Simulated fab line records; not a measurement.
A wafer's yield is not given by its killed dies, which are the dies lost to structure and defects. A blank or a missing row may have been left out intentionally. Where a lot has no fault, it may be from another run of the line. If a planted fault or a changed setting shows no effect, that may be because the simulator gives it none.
Which tool was responsible? | flow nand-harc | 18 wafers from 6 lots sampled at 4 of the route's 1302 steps

== WHAT EACH GAUGE READ, for each wafer ==
NHARC_END_SORT_01.
lot  | measured     | on        | killed-short
L565 | day 24 18:29 | prober-02 | 5 3 1
L567 | day 25 17:04 | prober-02 | 2 0 1
L576 | day 29 09:26 | prober-01 | 3 2 3

== EACH LOT AND THE TOOL THAT RAN IT (in order: tool; ch and the chambers of the sampled wafers; start) ==
lot  | NHARC_P_CONTACT_ETCH_18                       | NHARC_P_CONTACT_ETCH_31                       | NHARC_P_M0_EXPOSE_06
L565 | rie-diel-07 ch 0,1,2, day 6 13:14 or earlier  | rie-diel-07 ch 2,3, day 6 13:14 or earlier    | arfi-scanner-03 ch 0, day 6 13:14
L567 | rie-diel-07 ch 1,2,3, day 7 07:22 or earlier  | rie-diel-07 ch 0,2,3, day 7 07:22 or earlier  | arfi-scanner-01 ch 0, day 7 07:22
L576 | rie-diel-07 ch 0,2,3, day 10 17:22 or earlier | rie-diel-07 ch 1,3, day 10 17:22 or earlier   | arfi-scanner-01 ch 0, day 10 17:22
L581 | rie-diel-07 ch 1,3, day 13 00:12 or earlier   | rie-diel-07 ch 1,2, day 13 00:12 or earlier   | arfi-scanner-03 ch 0, day 13 00:12
L584 | rie-diel-08 ch 0,1,2, day 14 12:22 or earlier | rie-diel-08 ch 0,1,3, day 14 12:22 or earlier | arfi-scanner-02 ch 0, day 14 12:22
L587 | rie-diel-07 ch 1,3, day 15 11:04 or earlier   | rie-diel-07 ch 2,3, day 15 11:04 or earlier   | arfi-scanner-03 ch 0, day 15 11:04
- NHARC_P_CONTACT_ETCH_18: etches the open film in C4F8/O2/Ar, target depth 481 nm, time 240.5 s.
- NHARC_P_CONTACT_ETCH_31: etches the open film in CH3F/O2, target depth 30 nm, time 85.7 s.
- NHARC_P_M0_EXPOSE_06: exposes mask P M0, target cd 90 nm.

== THE ANSWER, worked out from the rows above alone ==
Rule: what is usual is taken from the lots themselves. The widest of any qualifying gaps counts: lots, ordered by their means at a reading, are off when they make up no more than a third of the lots, leave a main group of 4 or more, and stand apart from it by 3 or more times the standard deviation of that group's means. Not used: any main group whose means are identical at the precision the tables above print for the reading. A lot without any number at a reading at which 4 lots or more have one is off too. All remaining lots with rows at the step are treated as sound.
Across all readings shown, no lot is off: no conclusion can be drawn from this.

== WHAT THE SIMULATOR HAD PUT IN ==
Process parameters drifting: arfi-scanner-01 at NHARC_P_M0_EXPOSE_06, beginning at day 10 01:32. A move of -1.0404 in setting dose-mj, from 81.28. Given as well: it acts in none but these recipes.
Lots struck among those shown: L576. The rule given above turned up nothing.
